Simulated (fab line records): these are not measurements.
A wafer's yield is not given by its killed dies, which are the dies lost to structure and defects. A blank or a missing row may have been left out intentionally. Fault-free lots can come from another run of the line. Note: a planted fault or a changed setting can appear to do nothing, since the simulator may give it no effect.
3 desks, one fault + flow n5-finfet + each desk has only its own numbers; what lay behind them comes last

== DESK OF THE TOOL OWNER: rie-diel-02 ==
The tool's own readings at N5_BEOL_M4_ETCH_70 (etches SOC in N2/H2, target depth 80 nm, overetch 24 nm, time 130 s): means of the sampled wafers that have a number, for each lot that ran on this tool. Any lot whose mean is over 4 standard deviations away from the usual mean is out of limits and marked OUT; that distance is given in the brackets. Shown are 7 of the 8 readings it has, namely the first that went out of limits plus those furthest out on some lot.
Columns: A = drypump-motor-current-A at N5_BEOL_M4_ETCH_70, usual 5.65 A; B = h2-flow-sccm at N5_BEOL_M4_ETCH_70, usual 199.9 sccm; C = oes-product-au at N5_BEOL_M4_ETCH_70, usual 0.54 a.u.; D = rf-vpp-V at N5_BEOL_M4_ETCH_70, usual 524.1 V; E = showerhead-plenum-p-Torr at N5_BEOL_M4_ETCH_70, usual 2.55 Torr; F = temp-c at N5_BEOL_M4_ETCH_70, usual 40.00 C; G = throttle-valve-pct at N5_BEOL_M4_ETCH_70, usual 17.94 %
| lot  | first seen here | A    | B               | C    | D     | E    | F     | G     |
|------|-----------------|------|-----------------|------|-------|------|-------|-------|
| L990 | day 8 11:02     | 5.62 | 200.0           | 0.53 | 523.5 | 2.55 | 39.97 | 18.05 |
| L107 | day 12 13:48    | 5.54 | 193.3 (-10) OUT | 0.58 | 523.6 | 2.47 | 39.97 | 17.63 |
This desk's verdict: out of limits on L107, starting with L107 at day 12 13:48 (h2-flow-sccm at N5_BEOL_M4_ETCH_70). L990 stayed within limits.

== THE DEFECT DESK ==
Counts from the inspections along the route, per lot, as means over the sampled wafers that have a number. Any lot whose mean is over 4 standard deviations away from the usual mean is out of limits and marked OUT; that distance is given in the brackets.
Columns: A = raw-defect-count at N5_BEOL_M4_INSPECT_30, usual 418
| lot  | first seen here | A   |
|------|-----------------|-----|
| L990 | day 8 05:34     | 323 |
| L998 | day 9 22:37     | 409 |
| L107 | day 11 21:01    | 397 |
| L110 | day 12 21:26    | 534 |
| L111 | day 13 16:32    | 292 |
This desk found nothing out of limits on any of the 5 lots.

== AT THE METROLOGY DESK ==
Means of the sampled wafers that have a number, per lot and without regard to the tool the lot ran on: this is what the gauges read. Any lot whose mean is over 4 standard deviations away from the usual mean is out of limits and marked OUT; that distance is given in the brackets. Shown here are 7 of its 12 readings, the ones lying furthest out on some lot.
Columns: A = V3_OVL at N5_BEOL_M4_OVL_MEAS_29, usual 0.5 nm; B = DIBL_P at N5_BEOL_M4_RC_MEAS_101, usual 36.3 mV/V; C = IOFF_N at N5_BEOL_M4_RC_MEAS_101, usual 0.16 nA/um; D = IOFF_P at N5_BEOL_M4_RC_MEAS_101, usual 0.21 nA/um; E = ION_P at N5_BEOL_M4_RC_MEAS_101, usual 462 uA/um; F = SS_N at N5_BEOL_M4_RC_MEAS_101, usual 71.5 mV/dec; G = VT_P at N5_BEOL_M4_RC_MEAS_101, usual -250 mV
| lot  | first seen here | A   | B    | C    | D    | E   | F    | G    |
|------|-----------------|-----|------|------|------|-----|------|------|
| L990 | day 8 05:29     | 1.0 | 36.8 | 0.18 | 0.22 | 462 | 71.5 | -249 |
| L998 | day 9 22:32     | 1.9 | 32.7 | 0.12 | 0.14 | 448 | 71.6 | -258 |
| L107 | day 11 20:56    | 0.2 | 38.4 | 0.21 | 0.25 | 469 | 72.5 | -249 |
| L110 | day 12 21:20    | 0.4 | 37.6 | 0.18 | 0.22 | 464 | 71.9 | -249 |
| L111 | day 13 16:26    | 0.7 | 35.6 | 0.14 | 0.21 | 470 | 71.3 | -249 |
This desk found nothing out of limits on any of the 5 lots.

== TAKEN TOGETHER ==
On L107, at day 12 13:48, an alarm was possible from the tool owner's desk.
No out-of-limits result turned up at the defect desk.
Nothing out of limits was seen by the metrology desk.
The defect desk has L107 on record, within its limits.
The metrology desk has L107 on record, within its limits.
Of the lots named, all ran N5_BEOL_M4_ETCH_70 on rie-diel-02.

== WHAT THE SIMULATOR HAD PUT IN ==
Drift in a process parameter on rie-diel-02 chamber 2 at N5_BEOL_M4_ETCH_70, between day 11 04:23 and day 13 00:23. Setting h2-flow-sccm shifted by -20 from 200. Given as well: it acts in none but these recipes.
Lots struck among those shown: L107.
Each desk's first reading out of limits, in hours after the fault started: the tool owner's desk, 33.
